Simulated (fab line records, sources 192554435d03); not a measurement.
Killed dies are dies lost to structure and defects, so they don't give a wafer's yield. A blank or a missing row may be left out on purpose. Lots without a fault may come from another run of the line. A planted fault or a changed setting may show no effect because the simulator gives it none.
Which tool did it? | flow n5_finfet | 11 lots, 29 wafers sampled, at 5 steps of a route of 1938

WHAT THE GAUGES READ, wafer by wafer
N5_BEOL_M9_CD_MEAS_35: target cd 70 nm, target cd y 40 nm. Usual: cd_nm 70.1 nm, standard deviation 0.65.
lot  | measured     | on        | cd_nm (nm)     | flag
L737 | day 10 06:22 | cd_sem-02 | 70.4 70.6 70.4 |
L738 | day 10 12:19 | cd_sem-01 | 69.6 69.7 70.6 |
L743 | day 11 17:55 | cd_sem-02 | 71.3 70.5 70.0 |
L745 | day 12 14:11 | cd_sem-01 | 69.7 69.6      |
L747 | day 13 01:53 | cd_sem-03 | 70.3 69.9 70.7 |
L750 | day 13 16:52 | cd_sem-01 | 70.0 70.0      |
L752 | day 14 10:32 | cd_sem-01 | 71.0 70.0 69.5 |
L755 | day 14 14:44 | cd_sem-01 | 69.9 69.7      |
L756 | day 15 01:48 | cd_sem-02 | 68.9 69.7      |
L757 | day 15 11:25 | cd_sem-03 | 70.9 70.0 70.6 |
L753 | day 16 05:03 | cd_sem-02 | 71.5 70.2 70.5 |

N5_BEOL_M10_THK_MEAS_01. Usual: M10_ILD_THK 269 nm, standard deviation 3.8.
lot  | measured     | on            | M10_ILD_THK (nm) | flag
L737 | day 10 09:47 | film_metro-01 | 264 266 267      |
L738 | day 10 15:44 | film_metro-02 | 268 268 272      |
L743 | day 11 20:46 | film_metro-01 | 270 272 269      |
L745 | day 12 18:07 | film_metro-02 | 269 266          |
L747 | day 13 04:54 | film_metro-02 | 269 268 272      |
L750 | day 13 20:30 | film_metro-01 | 265 224          | OFF
L752 | day 14 13:38 | film_metro-02 | 262 267 274      |
L755 | day 14 18:06 | film_metro-02 | 216 219          | OFF
L756 | day 15 05:43 | film_metro-02 | 269 219          | OFF
L757 | day 15 14:56 | film_metro-01 | 264 271 271      |
L753 | day 16 09:46 | film_metro-02 | 263 265 267      |

WHICH TOOL RAN EACH LOT (tool, then ch and the chambers of the sampled wafers, then the start)
lot  | N5_BEOL_M9_TRENCH_ETCH_37                     | N5_BEOL_M9_SPUTTER_48        | N5_BEOL_M10_ILD_DEP_00
L737 | rie_diel-06 ch 0,1, day 10 06:22 or earlier   | pvd_sputter-01, day 10 07:46 | pecvd-04 ch 1,2, day 10 09:10
L738 | rie_diel-05 ch 0,1,2, day 10 12:19 or earlier | pvd_sputter-01, day 10 13:50 | pecvd-04 ch 0,2, day 10 15:09
L743 | rie_diel-06 ch 1,2,3, day 11 17:55 or earlier | pvd_sputter-03, day 11 19:08 | pecvd-01 ch 0,2, day 11 20:09
L745 | rie_diel-05 ch 0,2, day 12 14:11 or earlier   | pvd_sputter-03, day 12 16:31 | pecvd-02 ch 0,2, day 12 17:33
L747 | rie_diel-06 ch 1,2,3, day 13 01:53 or earlier | pvd_sputter-03, day 13 03:17 | pecvd-01 ch 0,1,2, day 13 04:19
L750 | rie_diel-06 ch 0,2, day 13 16:52 or earlier   | pvd_sputter-02, day 13 18:52 | pecvd-01 ch 1, day 13 19:55
L752 | rie_diel-06 ch 1,2, day 14 10:32 or earlier   | pvd_sputter-01, day 14 11:49 | pecvd-04 ch 0,1,2, day 14 13:02
L755 | rie_diel-03 ch 1,2, day 14 14:44 or earlier   | pvd_sputter-02, day 14 16:29 | pecvd-01 ch 0,2, day 14 17:31
L756 | rie_diel-03 ch 0,3, day 15 01:48 or earlier   | pvd_sputter-02, day 15 03:23 | pecvd-01 ch 0,2, day 15 04:38
L757 | rie_diel-05 ch 0,3, day 15 11:25 or earlier   | pvd_sputter-01, day 15 12:33 | pecvd-04 ch 1,2, day 15 13:51
L753 | rie_diel-06 ch 0,2,3, day 16 05:03 or earlier | pvd_sputter-01, day 16 07:52 | pecvd-02 ch 0,1,2, day 16 09:11
- N5_BEOL_M9_TRENCH_ETCH_37: etches SiCOH lowk in C4F6/O2, target depth 151.43 nm, time 49 s.
- N5_BEOL_M9_SPUTTER_48: material Cu, target thk 12 nm, time 2 s.
- N5_BEOL_M10_ILD_DEP_00: deposits SiCOH lowk from DEMS/porogen, target thk 308.51 nm, time 58 s.

WHAT THE TOOLS THEMSELVES READ (means of the sampled wafers that have a number; where no wafer has one, the mark that the record gives instead)
N5_BEOL_M9_TRENCH_ETCH_37. Usual: drypump_motor_current_A 5.9 A, standard deviation 0.4; oes_product_au 0.81 a.u., standard deviation 0.085; rf_vpp_V 673 V, standard deviation 8.3; showerhead_plenum_p_Torr 2.89 Torr, standard deviation 0.095; throttle_valve_pct 21.09 %, standard deviation 0.16.
lot  | tool        | drypump_motor_current_A (A) | oes_product_au (a.u.) | rf_vpp_V (V) | showerhead_plenum_p_Torr (Torr) | throttle_valve_pct (%) | flag
L737 | rie_diel-06 | 6.2                         | 0.83                  | 680          | 2.94                            | 21.25                  |
L738 | rie_diel-05 | 5.7                         | 0.81                  | 672          | 2.83                            | 20.94                  |
L743 | rie_diel-06 | 5.9                         | 0.84                  | 673          | 2.92                            | 21.10                  |
L745 | rie_diel-05 | 5.9                         | 0.81                  | 675          | 2.88                            | 21.02                  |
L747 | rie_diel-06 | 5.9                         | 0.81                  | 673          | 2.91                            | 21.11                  |
L750 | rie_diel-06 | 5.7                         | 0.90                  | 674          | 2.97                            | 21.01                  |
L752 | rie_diel-06 | 5.8                         | 0.84                  | 673          | 3.00                            | 21.06                  |
L755 | rie_diel-03 | 6.1                         | 0.85                  | 666          | 2.88                            | 21.02                  |
L756 | rie_diel-03 | 5.8                         | 0.73                  | 662          | 2.84                            | 21.13                  |
L757 | rie_diel-05 | 5.7                         | 0.85                  | 688          | 2.99                            | 20.86                  |
L753 | rie_diel-06 | 5.7                         | 0.83                  | 672          | 2.89                            | 21.07                  |

N5_BEOL_M9_SPUTTER_48. Usual: chuck_sensor_temp_C -16.1 C, standard deviation 0.51; throttle_valve_pct 29.9 %, standard deviation 0.9.
lot  | tool           | chuck_sensor_temp_C (C) | throttle_valve_pct (%) | flag
L737 | pvd_sputter-01 | -15.7                   | 30.7                   |
L738 | pvd_sputter-01 | -15.8                   | 30.5                   |
L743 | pvd_sputter-03 | -15.9                   | 29.2                   |
L745 | pvd_sputter-03 | -16.2                   | 29.7                   |
L747 | pvd_sputter-03 | -16.2                   | 30.2                   |
L750 | pvd_sputter-02 | -17.1                   | 29.4                   |
L752 | pvd_sputter-01 | -16.0                   | 30.0                   |
L755 | pvd_sputter-02 | -16.9                   | 29.0                   |
L756 | pvd_sputter-02 | -16.4                   | 29.0                   |
L757 | pvd_sputter-01 | -15.6                   | 30.3                   |
L753 | pvd_sputter-01 | -15.7                   | 29.9                   |

N5_BEOL_M10_ILD_DEP_00. Usual: heater_power_w 329 W, standard deviation 38; run_length_s 100.9 s, standard deviation 0.45; showerhead_plenum_p_Torr 5.738 Torr, standard deviation 0.012; showerhead_vpp_V 1350 V, standard deviation 68; throttle_valve_pct 13.7 %, standard deviation 0.69.
lot  | tool     | heater_power_w (W) | run_length_s (s) | showerhead_plenum_p_Torr (Torr) | showerhead_vpp_V (V) | throttle_valve_pct (%) | flag
L737 | pecvd-04 | 313                | 100.9            | 5.725                           | 1299                 | 13.2                   |
L738 | pecvd-04 | 322                | 100.9            | 5.731                           | 1388                 | 13.5                   |
L743 | pecvd-01 | 348                | 100.8            | 5.751                           | 1338                 | 13.2                   |
L745 | pecvd-02 | 301                | 101.6            | 5.734                           | 1346                 | 13.9                   |
L747 | pecvd-01 | 370                | 100.6            | 5.738                           | 1369                 | 13.6                   |
L750 | pecvd-01 | 360                | 94.9             | 5.732                           | 1401                 | 13.8                   | OFF
L752 | pecvd-04 | 315                | 100.8            | 5.741                           | 1369                 | 13.6                   |
L755 | pecvd-01 | 352                | 90.3             | 5.749                           | 1356                 | 13.4                   | OFF
L756 | pecvd-01 | 362                | 95.4             | 5.748                           | 1348                 | 13.4                   | OFF
L757 | pecvd-04 | 286                | 100.7            | 5.734                           | 1301                 | 13.2                   |
L753 | pecvd-02 | 321                | 100.8            | 5.742                           | 1342                 | 14.2                   |

THE ANSWER, worked out from the rows above alone
Rule: a lot is off if the mean of its wafers that have a number lies more than 3 standard deviations from the usual mean. A lot without any number at a reading at which 4 lots or more have one is off too. The other lots that the step has rows for count as sound. The gauges are gone through in route order, then the tools' own readings, and for those a lot's mean is taken as printed above. The first step at which some lot is off is used, and at that step the reading that is off furthest; a lot without a number counts as furthest.
Off: L750, L755, L756, at N5_BEOL_M10_THK_MEAS_01 (M10_ILD_THK).
A tool fits if, at a process step before that reading, it ran every lot that is off, and no sound lot after the first of them. The gauges at N5_BEOL_M10_THK_MEAS_01 aren't tried: what is off there is off at N5_BEOL_M10_ILD_DEP_00 too, on other tools, and a gauge's error can't cause that. N5_BEOL_M9_TRENCH_ETCH_37 gives no start for some lots, so the hours and the order of its lots are those of N5_BEOL_M9_CD_MEAS_35. Can't be told from this: 2 tools fit, pvd_sputter-02 at N5_BEOL_M9_SPUTTER_48, pecvd-01 at N5_BEOL_M10_ILD_DEP_00.

WHAT THE SIMULATOR HAD PUT IN
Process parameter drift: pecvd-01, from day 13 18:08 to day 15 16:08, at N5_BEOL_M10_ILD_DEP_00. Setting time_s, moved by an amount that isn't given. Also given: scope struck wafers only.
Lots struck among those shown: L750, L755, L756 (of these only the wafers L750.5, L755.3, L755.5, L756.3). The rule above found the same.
